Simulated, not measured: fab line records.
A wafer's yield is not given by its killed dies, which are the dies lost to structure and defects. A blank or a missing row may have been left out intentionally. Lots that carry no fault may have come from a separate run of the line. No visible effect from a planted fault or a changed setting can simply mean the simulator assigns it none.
Chamber matching -- flow nand-harc -- NHARC_A_SGD_CUT_ETCH_58 on rie-diel-02 has 4 sister chambers
The step etches the open film in CF4, target depth 39 nm, time 65 s. 7 wafers are shown with their chamber, then 7 later ones without.

## WAFERS WITH THEIR CHAMBER
wafer,chamber,drypump-motor-current-A (A),oes-product-au (a.u.)
L933.1,2,5.4,1.003
L940.5,0,5.5,0.992
L949.2,1,6.1,0.973
L949.4,0,5.6,1.001
L949.6,3,5.8,0.985
L950.3,1,6.1,0.974
L950.5,3,5.9,0.980

## WAFERS WHOSE CHAMBER IS MISSING
wafer,drypump-motor-current-A (A),oes-product-au (a.u.)
L950.6,5.4,1.004
L951.1,5.4,1.000
L951.3,5.9,0.994
L951.4,5.3,1.002
L952.1,5.9,0.995
L952.3,5.4,1.001
L952.5,5.9,0.989

## WHICH CHAMBER EACH WENT THROUGH
wafer,from the rows above,in truth
L950.6,2,2
L951.1,2,2
L951.3,3,3
L951.4,2,2
L952.1,3,3
L952.3,2,2
L952.5,3,3
Correctly placed: 7 of 7. Not placeable from these rows: 0. Wrongly placed: 0.
How it was worked out, from the rows above alone: a wafer's distance from a chamber is the root of the sum, over the readings, of the square of ((its reading less the chamber's mean) divided by the reading's scatter). The wafer belongs to the nearest chamber; if the next one is less than 2 further off, it can't be placed. A chamber's mean is the mean of its shown wafers. The scatter is the square root of a quotient: the sum, over the shown wafers, of each reading's squared deviation from its chamber's mean, divided by wafers minus chambers.
